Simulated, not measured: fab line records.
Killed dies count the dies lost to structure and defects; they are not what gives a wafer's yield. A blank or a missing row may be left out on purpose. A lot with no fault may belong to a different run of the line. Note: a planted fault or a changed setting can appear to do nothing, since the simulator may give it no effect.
A lot that was struck, set against a sound lot / flow nandHarc / 14 out of 1302 route steps
Sound: the wafers L279.3, L279.4, L279.5. Wafers struck: L280.1, L280.2, L280.5. At the end, the cause is stated.
At each step with rows: each side's tool, then ch and its chambers, then its first start. Under that, the readings that differ: sound wafers / struck wafers / difference of the means / sigmas: that difference in standard deviations of wafers without a fault.
alike: readings with means less than 2 such deviations apart, plus words and numbers identical on both sides. not compared: withheld readings, readings lacking a value on some wafer, bounds such as >300 that could conceal the same value, and numbers that have no deviation in the record and whose values overlap.
A row with sigmas, a row that says differs or no value, or rows on one side alone: a step with any of these is where the two part. Non-overlapping numbers with no deviation appear without sigmas and do not part them. A reading missing from all wafers of one side parts the sides only when that side holds two or more wafers.

first, 1 step without rows for these wafers: NHARC_A_CHANNEL_HOLE_D2_SRD_30.
NHARC_A_CHANNEL_HOLE_D2_CD_MEAS_31:
  sound on cdSem-03 at day 12 22:08; struck on cdSem-02 at day 13 21:37
  alike: cdNm
NHARC_A_CHANNEL_HOLE_D2_XSEM_32:
  sound on xsem-02 ch 0, day 12 22:13; struck on xsem-02 ch 0, day 13 21:43
  alike: botCdNm, bowNm, tiltDeg
NHARC_A_CHANNEL_HOLE_D2_INSPECT_40:
  sound on defectInspect-01 at day 12 22:19; struck on defectInspect-01 at day 13 21:49
  alike: rawDefectCount
then, 2 steps without rows for these wafers: NHARC_A_CHANNEL_FILL_D2_PRECLEAN_00 (cleans in SC1); NHARC_A_CHANNEL_FILL_D2_SRD_01.
NHARC_A_CHANNEL_FILL_D2_ALD_02: deposits SiO2, target thk 6 nm, pulse time 10 s, ald cycles 60.
  sound on aldHk-03 ch 0,1, day 12 22:31; struck on aldHk-01 ch 1,2, day 13 22:01
  alike: heaterPowerW, precursorPulseHeightRel
then, 1 step without rows for these wafers: NHARC_A_CHANNEL_FILL_D2_ALD_03 (deposits SiNx, target thk 6 nm, pulse time 60 s, ald cycles 58).
NHARC_A_CHANNEL_FILL_D2_ALD_14: deposits SiO2, target thk 2.5 nm, pulse time 10 s, ald cycles 25.
  sound on aldHk-03 ch 0,2,3, day 13 05:35; struck on aldHk-01 ch 0,2,3, day 14 04:37
  alike: heaterPowerW, precursorPulseHeightRel
NHARC_A_CHANNEL_FILL_D2_ALD_15: deposits SiNx, target thk 2 nm, pulse time 60 s, ald cycles 19.
  sound on aldSinBatch-01 ch 0; struck on aldSinBatch-01 ch 0
  alike: chamberPressureTorr, precursorPulseHeightRel
NHARC_A_CHANNEL_FILL_D2_ALD_16: deposits SiO2, target thk 1.5 nm, pulse time 10 s, ald cycles 15.
  sound on aldHk-02 ch 1,3, day 13 15:07; struck on aldHk-02 ch 0,1,2, day 14 09:32
  alike: heaterPowerW, precursorPulseHeightRel
then, 1 step without rows for these wafers: NHARC_A_CHANNEL_FILL_D2_ANNEAL_17 (time 1800 s).
NHARC_A_CHANNEL_FILL_D2_CVD_18: deposits poly-Si, target thk 3 nm.
  sound on lpcvdPoly-01 ch 0, day 14 00:12; struck on lpcvdPoly-03 ch 0, day 14 21:26
  alike: zonePowerBottomPct
then, 1 step without rows for these wafers: NHARC_A_CHANNEL_FILL_D2_ETCHBACK_19 (etches the open film in HBr/Cl2, target depth 5 nm, time 1.7 s).

== WHERE THEY PART ==
Nowhere in this record.

WHY: what the simulator had put in
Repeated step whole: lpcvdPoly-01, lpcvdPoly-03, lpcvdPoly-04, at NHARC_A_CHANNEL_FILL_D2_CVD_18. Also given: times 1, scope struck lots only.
